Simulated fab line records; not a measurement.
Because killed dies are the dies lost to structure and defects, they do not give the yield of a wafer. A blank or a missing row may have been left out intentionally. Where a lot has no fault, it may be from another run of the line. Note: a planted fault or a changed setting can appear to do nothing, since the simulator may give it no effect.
Chamber matching || flow n5-finfet || 4 sister chambers for N5_GATE_CUT_CMP_43 on cmp-02
The step polishes SiO2. 20 wafers are shown with their chamber, then 10 later ones without.

== EACH WAFER AND ITS CHAMBER ==
{"wafer": "L076.3", "chamber": 2, "motor-current-A (A)": 13.0}
{"wafer": "L076.4", "chamber": 3, "motor-current-A (A)": 13.9}
{"wafer": "L076.6", "chamber": 2, "motor-current-A (A)": 12.8}
{"wafer": "L077.3", "chamber": 1, "motor-current-A (A)": 12.0}
{"wafer": "L077.4", "chamber": 2, "motor-current-A (A)": 12.6}
{"wafer": "L077.6", "chamber": 2, "motor-current-A (A)": 12.5}
{"wafer": "L078.2", "chamber": 3, "motor-current-A (A)": 13.6}
{"wafer": "L078.4", "chamber": 0, "motor-current-A (A)": 12.5}
{"wafer": "L078.5", "chamber": 2, "motor-current-A (A)": 13.3}
{"wafer": "L079.3", "chamber": 1, "motor-current-A (A)": 11.6}
{"wafer": "L079.4", "chamber": 2, "motor-current-A (A)": 12.3}
{"wafer": "L079.6", "chamber": 1, "motor-current-A (A)": 11.9}
{"wafer": "L084.1", "chamber": 0, "motor-current-A (A)": 12.4}
{"wafer": "L084.5", "chamber": 1, "motor-current-A (A)": 11.5}
{"wafer": "L084.6", "chamber": 2, "motor-current-A (A)": 12.2}
{"wafer": "L085.2", "chamber": 1, "motor-current-A (A)": 11.8}
{"wafer": "L085.4", "chamber": 3, "motor-current-A (A)": 13.7}
{"wafer": "L085.6", "chamber": 0, "motor-current-A (A)": 12.3}
{"wafer": "L087.1", "chamber": 1, "motor-current-A (A)": 11.1}
{"wafer": "L087.2", "chamber": 0, "motor-current-A (A)": 11.8}

SIGNATURES, as means of the wafers listed above
{"reading": "motor-current-A", "chamber 0": 12.250, "chamber 1": 11.650, "chamber 2": 12.671, "chamber 3": 13.733, "scatter within a chamber": 0.334}
Rule: distance of a wafer from a chamber = root of the sum over the readings of ((wafer's reading minus chamber's mean) / reading's scatter) squared. If the next closest chamber is less than 2 further off than the closest, the wafer can't be placed; otherwise it belongs to the closest. The scatter: the root of (the sum of the squares of (reading less its chamber's mean) over the shown wafers, divided by (wafers less chambers)).

== WAFERS MISSING THEIR CHAMBER ==
{"wafer": "L087.6", "motor-current-A (A)": 11.4}
{"wafer": "L092.2", "motor-current-A (A)": 14.3}
{"wafer": "L092.5", "motor-current-A (A)": 12.8}
{"wafer": "L092.6", "motor-current-A (A)": 11.5}
{"wafer": "L096.1", "motor-current-A (A)": 12.0}
{"wafer": "L096.2", "motor-current-A (A)": 12.8}
{"wafer": "L096.4", "motor-current-A (A)": 13.7}
{"wafer": "L097.4", "motor-current-A (A)": 14.3}
{"wafer": "L097.5", "motor-current-A (A)": 11.8}
{"wafer": "L097.6", "motor-current-A (A)": 12.0}

== EACH ONE'S CHAMBER ==
{"wafer": "L087.6", "from the rows above": "can't be placed: 1 or 0", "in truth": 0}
{"wafer": "L092.2", "from the rows above": 3, "in truth": 3}
{"wafer": "L092.5", "from the rows above": "can't be placed: 2 or 0", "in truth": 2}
{"wafer": "L092.6", "from the rows above": "can't be placed: 1 or 0", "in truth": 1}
{"wafer": "L096.1", "from the rows above": "can't be placed: 0 or 1 or 2", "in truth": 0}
{"wafer": "L096.2", "from the rows above": "can't be placed: 2 or 0", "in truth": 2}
{"wafer": "L096.4", "from the rows above": 3, "in truth": 3}
{"wafer": "L097.4", "from the rows above": 3, "in truth": 3}
{"wafer": "L097.5", "from the rows above": "can't be placed: 1 or 0", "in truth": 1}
{"wafer": "L097.6", "from the rows above": "can't be placed: 0 or 1 or 2", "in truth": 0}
Correct placement for 3 of the 10. From these rows, 7 cannot be placed; in 7 the true chamber is one of the candidates. Placed wrongly: 0.
